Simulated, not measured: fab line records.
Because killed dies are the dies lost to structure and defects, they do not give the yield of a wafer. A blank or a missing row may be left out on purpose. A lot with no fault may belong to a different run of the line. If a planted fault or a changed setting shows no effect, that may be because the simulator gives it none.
fab line records	flow nand_harc
record: lots: 11	wafers: 33	last_day: 33
route steps=1302 shown P_ZERO_WELL@31 P_GATE@124
lots that met no fault: from a run of the same line without faults
start_h: the number of hours between the record's first day and the start of the first shown wafer of the lot	wait_h: hours elapsed since this lot's preceding step	" repeats the value in the row above	L1.1+2: a single row standing in for several wafers	- no value present, or no start provided	* or withheld: withheld	< > ~ a bound
route shown NAME@n: names a module that has steps shown in the file, with the first one's number in the route	usual: mean and standard deviation over wafers with no fault	same: alike in all rows	chamber/n: place in a boat	sites: each site's reading	_std_site: how widely they spread, as a standard deviation	_edge_site: outer sites' mean less inner sites'	radius_mm: for every site, how far away it sits from the centre of the wafer	mask NAME#n: copy n	behind: the tool/chamber that last shaped the wafer	hold: what put the lot on hold/how long, in hours/how the hold closed	device: names the non-switching transistor (n, p or np)	end of line: the same wafers' tests at the end of the route	for a step that has no rows: nothing shown but its recipe	killed: not the wafer's yield, but the dies lost to structure and defects at the first sort	map: per-die view of a wafer (x killed, . not killed, _ where there is no die)
set.NAME: setting as actually run; set.NAME@STEP: the setting as run at that earlier step	model.NAME: the simulator's own value behind a step, which no gauge read
one table for each step of the route and one row for each wafer, over a sample of lots
services: the hour from which a tool's chamber was out of use, counted from the record's first day as start_h (under 0 if before that day), plus the number of hours and why
== steps ==
step: NHARC_P_ZERO_WELL_DESCUM_26
recipe: time_s: 3	o2_flow_sccm: 200	ar_flow_sccm: 0	bias_power_w: 0	chemistry: O2
usual: drypump_motor_current_A: 5.9/0.57	oes_product_au: 1.001/0.008	rf_vpp_V: 57.7/0.95	showerhead_plenum_p_Torr: 1.87/0.073	throttle_valve_pct: 11.311/0.0094
lot.wafer	tool	chamber	start_h	wait_h	drypump_motor_current_A	oes_product_au	rf_hours_counter_h	rf_vpp_V	showerhead_plenum_p_Torr	throttle_valve_pct
L547.2	rie_diel-06	3	22.76	-	6.7	1.009	22	57.9	1.90	11.307
L547.4	"	0	"	"	4.8	1.005	19	58.1	1.85	11.318
L547.6	"	3	"	"	6.7	1.015	-	58.1	1.90	11.326
L549.3	rie_diel-06	1	43.01	-	5.9	1.016	23	57.3	1.79	11.322
L549.1	"	2	"	"	6.3	1.002	28	58.9	2.00	11.311
L549.2	"	3	"	"	6.7	1.016	31	58.2	1.90	11.302
L556.2	rie_diel-07	0	112.94	-	6.5	1.004	61	57.9	1.81	11.293
L556.4	"	1	"	"	5.4	1.013	55	57.8	2.00	11.321
L556.3	"	2	"	"	6.2	1.000	45	56.4	1.81	11.318
L560.2	rie_diel-06	2	152.77	-	6.3	1.000	6	57.9	1.99	11.300
L560.1	"	3	"	"	6.7	1.004	5	56.7	1.89	11.300
L560.3	"	0	"	"	4.8	0.998	3	56.2	1.84	11.309
L563.3	rie_diel-06	0	182.74	-	4.8	1.003	13	57.0	1.84	11.302
L563.2	"	3	"	"	6.7	0.997	14	57.1	1.88	11.321
L563.6	"	0	"	"	4.8	1.002	-	57.3	1.84	11.312
L564.4	rie_diel-07	2	193.02	-	6.2	0.994	28	58.6	1.80	11.320
L564.1	"	3	"	"	5.8	0.993	22	58.3	1.84	11.304
L564.5	"	0	"	"	6.4	0.982	-	59.9	1.80	11.326
L565.4	rie_diel-06	2	202.64	-	6.3	1.008	21	58.5	1.99	11.301
L565.3	"	3	"	"	6.7	1.006	22	58.0	1.88	11.305
L565.2	"	0	"	"	4.8	0.996	21	59.0	1.83	11.314
L566.4	rie_diel-06	0	212.61	-	4.8	1.000	26	56.6	1.83	11.315
L566.2	"	1	"	"	5.9	1.008	27	57.3	1.78	11.296
L566.6	"	0	"	"	4.8	1.005	-	58.5	1.83	11.297
L567.1	rie_diel-07	1	222.78	-	5.4	1.002	28	59.4	1.99	11.318
L567.6	"	0	"	"	6.4	0.993	-	57.2	1.80	11.309
L567.5	"	1	"	"	5.4	0.990	-	60.1	1.99	11.312
L568.4	rie_diel-06	0	232.92	-	4.8	1.007	32	56.7	1.83	11.305
L568.1	"	2	"	"	6.3	1.007	29	59.5	1.98	11.317
L568.6	"	0	"	"	4.8	1.010	-	56.6	1.83	11.293
L570.4	rie_diel-07	3	252.77	-	5.9	1.002	44	57.6	1.84	11.307
L570.2	"	0	"	"	6.5	0.997	46	57.1	1.80	11.300
L570.6	"	3	"	"	5.9	0.998	-	57.7	1.84	11.308
step: NHARC_P_ZERO_WELL_EXPOSE_34
recipe: na: 0.6	target_cd_nm: 720	dose_mj: 22.31	mask_id: P_PWELL
lot.wafer	tool	chamber	start_h	wait_h	mask
L547.2+4+6	krf_scanner-02	0	24.08	-	P_PWELL#0
L549.1+2+3	krf_scanner-01	0	44.33	-	P_PWELL#0
L556.2+3+4	krf_scanner-04	0	114.26	-	P_PWELL_R1#0
L560.1+2+3	krf_scanner-02	0	154.09	-	P_PWELL#0
L563.2+3+6	krf_scanner-01	0	184.06	-	P_PWELL#0
L564.1+4+5	krf_scanner-01	0	194.19	-	P_PWELL#0
L565.2+3+4	krf_scanner-01	0	203.86	-	P_PWELL#0
L566.2+4+6	krf_scanner-04	0	213.93	-	P_PWELL#0
L567.1+5+6	krf_scanner-02	0	224.08	-	P_PWELL#0
L568.1+4+6	krf_scanner-02	0	234.11	-	P_PWELL#0
L570.2+4+6	krf_scanner-04	0	254.08	-	P_PWELL#0
step: NHARC_P_ZERO_WELL_CD_MEAS_37
recipe: target_cd_nm: 720	landing_energy_ev: 500
usual: cd_nm: 719.4/1.4
lot.wafer	tool	chamber	start_h	wait_h	cd_nm
L547.2	cd_sem-01	0	24.24	-	719.6
L547.4	"	0	"	"	718.5
L547.6	"	0	"	"	720.2
L549.1	cd_sem-03	0	44.48	-	721.0
L549.2	"	0	"	"	718.9
L549.3	"	0	"	"	718.9
L556.2	cd_sem-03	0	114.41	-	731.7
L556.3	"	0	"	"	733.9
L556.4	"	0	"	"	730.3
L560.1	cd_sem-03	0	154.24	-	718.8
L560.2	"	0	"	"	716.9
L560.3	"	0	"	"	718.9
L563.2	cd_sem-02	0	184.21	-	721.3
L563.3	"	0	"	"	718.8
L563.6	"	0	"	"	719.9
L564.1	cd_sem-02	0	194.35	-	719.1
L564.4	"	0	"	"	718.8
L564.5	"	0	"	"	717.2
L565.2	cd_sem-01	0	204.02	-	717.6
L565.3	"	0	"	"	718.0
L565.4	"	0	"	"	717.7
L566.2	cd_sem-03	0	214.08	-	720.9
L566.4	"	0	"	"	720.3
L566.6	"	0	"	"	718.8
L567.1	cd_sem-03	0	224.24	-	720.2
L567.5	"	0	"	"	719.8
L567.6	"	0	"	"	721.5
L568.1	cd_sem-03	0	234.27	-	719.2
L568.4	"	0	"	"	720.1
L568.6	"	0	"	"	720.4
L570.2	cd_sem-02	0	254.23	-	719.6
L570.4	"	0	"	"	720.2
L570.6	"	0	"	"	720.3
step: NHARC_P_GATE_DESCUM_13
recipe: time_s: 3	o2_flow_sccm: 200	ar_flow_sccm: 0	bias_power_w: 0	chemistry: O2
usual: drypump_motor_current_A: 6.0/0.39	oes_product_au: 1.003/0.0079	rf_vpp_V: 57.9/0.9	showerhead_plenum_p_Torr: 1.94/0.082	throttle_valve_pct: 11.312/0.0086
lot.wafer	tool	chamber	start_h	wait_h	drypump_motor_current_A	oes_product_au	rf_hours_counter_h	rf_vpp_V	showerhead_plenum_p_Torr	throttle_valve_pct
L547.2	rie_diel-09	0	88.17	-	6.2	1.002	8	59.7	2.06	11.287
L547.4	"	3	"	"	6.1	1.006	8	58.7	1.97	11.317
L547.6	"	1	"	"	6.2	1.003	-	57.6	1.89	11.320
L549.2	rie_diel-13	0	100.74	-	6.2	0.996	6	58.7	1.99	11.313
L549.3	"	1	"	"	6.3	0.995	6	58.1	1.87	11.309
L549.1	"	2	"	"	5.8	1.005	6	57.9	1.95	11.325
L556.3	rie_diel-13	0	175.11	-	6.2	1.004	0	58.6	1.99	11.311
L556.4	"	1	"	"	6.3	1.002	0	57.8	1.87	11.314
L556.2	"	2	"	"	5.8	1.021	0	58.3	1.95	11.313
L560.2	rie_diel-13	1	210.49	-	6.3	1.011	1	57.1	1.87	11.323
L560.1	"	2	"	"	5.8	1.004	2	58.0	1.95	11.320
L560.3	"	0	"	"	6.2	1.006	2	56.4	1.99	11.308
L563.3	rie_diel-13	0	238.82	-	6.2	0.997	3	57.0	1.99	11.299
L563.2	"	3	"	"	6.1	1.016	3	57.5	2.04	11.302
L563.6	"	1	"	"	6.3	1.007	-	56.9	1.87	11.328
L565.4	rie_diel-02	2	254.06	-	6.3	1.005	0	58.0	2.03	11.305
L565.2	"	0	"	"	5.1	1.000	0	57.4	1.85	11.308
L565.3	"	1	"	"	5.0	1.013	0	57.6	2.06	11.322
L564.1	rie_diel-13	2	254.24	-	5.8	0.995	3	58.9	1.95	11.313
L564.4	"	3	"	"	6.1	1.005	4	58.7	2.04	11.301
L564.5	"	2	"	"	5.8	1.003	-	58.0	1.95	11.304
L566.2	rie_diel-02	2	270.73	-	6.3	1.012	1	58.8	2.03	11.301
L566.4	"	3	"	"	5.3	1.003	1	57.4	1.81	11.300
L566.6	"	2	"	"	6.3	1.002	-	57.7	2.03	11.304
L567.1	rie_diel-13	2	284.13	-	5.9	1.003	6	57.4	1.95	11.300
L567.5	"	1	"	"	6.3	0.999	-	56.5	1.87	11.321
L567.6	"	2	"	"	5.8	1.001	-	58.9	1.95	11.302
L568.4	rie_diel-09	0	288.69	-	6.3	1.010	12	58.6	2.05	11.314
L568.1	"	1	"	"	6.2	1.008	13	55.5	1.89	11.327
L568.6	"	0	"	"	6.2	1.003	-	56.0	2.05	11.308
L570.4	rie_diel-09	2	315.17	-	5.3	1.014	13	58.0	1.80	11.315
L570.2	"	0	"	"	6.2	1.010	14	59.2	2.05	11.301
L570.6	"	3	"	"	6.1	1.026	-	57.6	1.97	11.315
step: NHARC_P_GATE_STRIP_108
recipe: o2_flow_sccm: 500	ar_flow_sccm: 0	bias_w: 0	chemistry: O2
usual: drypump_motor_current_A: 5.8/0.5	oes_product_au: 1.003/0.0073	rf_vpp_V: 57.8/0.82	showerhead_plenum_p_Torr: 3.57/0.16	throttle_valve_pct: 17.036/0.0091
lot.wafer	tool	chamber	start_h	wait_h	drypump_motor_current_A	oes_product_au	rf_hours_counter_h	rf_vpp_V	showerhead_plenum_p_Torr	throttle_valve_pct
L547.4	rie_diel-02	0	103.11	-	5.2	0.995	2	57.4	3.42	17.024
L547.2	"	1	"	"	5.0	1.005	3	57.6	3.77	17.042
L547.6	"	0	"	"	5.1	1.007	-	58.5	3.42	17.035
L549.1	rie_diel-02	1	115.97	-	5.0	0.989	3	57.8	3.77	17.029
L549.3	"	2	"	"	6.3	0.997	3	58.1	3.73	17.043
L549.2	"	3	"	"	5.3	1.004	3	57.9	3.35	17.040
L556.2	rie_diel-13	0	191.08	-	6.2	0.994	0	58.9	3.66	17.032
L556.3	"	2	"	"	5.8	0.999	1	58.1	3.59	17.052
L556.4	"	3	"	"	6.2	1.018	1	57.9	3.74	17.032
L560.3	rie_diel-13	0	228.59	-	6.2	0.986	3	58.1	3.65	17.025
L560.1	"	1	"	"	6.3	1.013	2	58.8	3.45	17.040
L560.2	"	2	"	"	5.8	1.015	2	58.1	3.59	17.045
L563.2	rie_diel-02	0	258.20	-	5.2	0.997	0	57.8	3.42	17.032
L563.3	"	1	"	"	5.0	1.006	0	58.7	3.77	17.022
L563.6	"	0	"	"	5.1	0.996	-	56.6	3.42	17.036
L564.1	rie_diel-13	3	270.60	-	6.1	1.023	4	57.7	3.74	17.049
L564.4	"	1	"	"	6.3	1.006	4	57.9	3.45	17.032
L564.5	"	2	"	"	5.8	1.014	-	57.4	3.59	17.015
L565.3	rie_diel-02	2	271.29	-	6.3	0.998	1	59.5	3.73	17.048
L565.4	"	0	"	"	5.1	0.993	1	57.6	3.42	17.030
L565.2	"	1	"	"	5.0	1.012	1	58.1	3.77	17.040
L566.4	rie_diel-02	0	286.81	-	5.1	0.999	1	57.5	3.42	17.037
L566.2	"	1	"	"	5.0	1.012	1	57.4	3.77	17.050
L566.6	"	3	"	"	5.3	1.005	-	55.4	3.35	17.043
L567.1	rie_diel-09	0	300.57	-	6.3	0.992	13	59.3	3.76	17.029
L567.5	"	3	"	"	6.1	1.004	-	59.0	3.62	17.042
L567.6	"	0	"	"	6.2	0.995	-	58.3	3.76	17.042
L568.4	rie_diel-09	2	304.06	-	5.4	1.007	12	57.4	3.34	17.036
L568.1	"	3	"	"	6.1	1.014	12	58.8	3.62	17.041
L568.6	"	1	"	"	6.2	1.002	-	57.4	3.49	17.032
L570.4	rie_diel-13	0	331.43	-	6.2	1.005	9	56.4	3.65	17.027
L570.2	"	1	"	"	6.3	1.007	8	57.1	3.45	17.028
L570.6	"	3	"	"	6.2	1.013	-	59.1	3.74	17.033
== services ==
tool	chamber	start_h	hours	kind
rie_diel-09	-	4.80	0.2	repair
rie_diel-06	3	10.78	8.9	repair
krf_scanner-01	-	18.02	3.6	repair
rie_diel-09	-	20.67	0.7	repair
krf_scanner-01	-	31.17	5.7	repair
rie_diel-02	-	39.70	9.0	pm
rie_diel-06	2	51.78	8.6	repair
krf_scanner-02	-	54.80	1.7	repair
rie_diel-06	1	59.78	8.3	repair
rie_diel-09	1	127.52	2.6	repair
rie_diel-06	1	130.14	2.1	repair
rie_diel-06	-	130.21	9.0	pm
rie_diel-09	-	143.10	9.0	pm
rie_diel-13	3	156.05	14.0	repair
rie_diel-13	-	165.00	9.0	pm
rie_diel-09	-	209.94	1.5	repair
rie_diel-02	-	213.62	30.7	repair
rie_diel-06	0	226.57	5.1	repair
rie_diel-13	3	255.16	5.2	repair
rie_diel-06	1	257.40	3.1	repair
rie_diel-02	3	296.95	2.6	repair
rie_diel-13	-	304.13	1.0	repair
rie_diel-06	-	307.21	9.0	pm
rie_diel-09	-	320.10	9.0	pm
== key ==
first_sign: step: NHARC_P_ZERO_WELL_EXPOSE_34	reading: mask	direction: changed
effect: step: NHARC_P_ZERO_WELL_CD_MEAS_37	reading: cd_nm	direction: up	sigmas: 8.9	usual: 719.4	struck: 732.0
met_at NHARC_P_ZERO_WELL_EXPOSE_34
struck_lots L556
tester_left_out L556
not_acting_at NHARC_P_ZERO_WELL_DESCUM_26,NHARC_P_GATE_DESCUM_13,NHARC_P_GATE_STRIP_108
fault: kind: wrong_mask	tool: any	chamber: -	onset_h: 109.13	steps: NHARC_P_ZERO_WELL_EXPOSE_34	aux_copy: P_PWELL_R1#0	cd_offset_nm: 14.77	scope: struck_lots_only
tester_left_out: of these lots the tester's yield and bins aren't shown, on N5 and GAA mostly nor the transistor test; their killed dies are dies lost to structure and defects alone, not to doping, threshold or leakage, so they don't give the yield
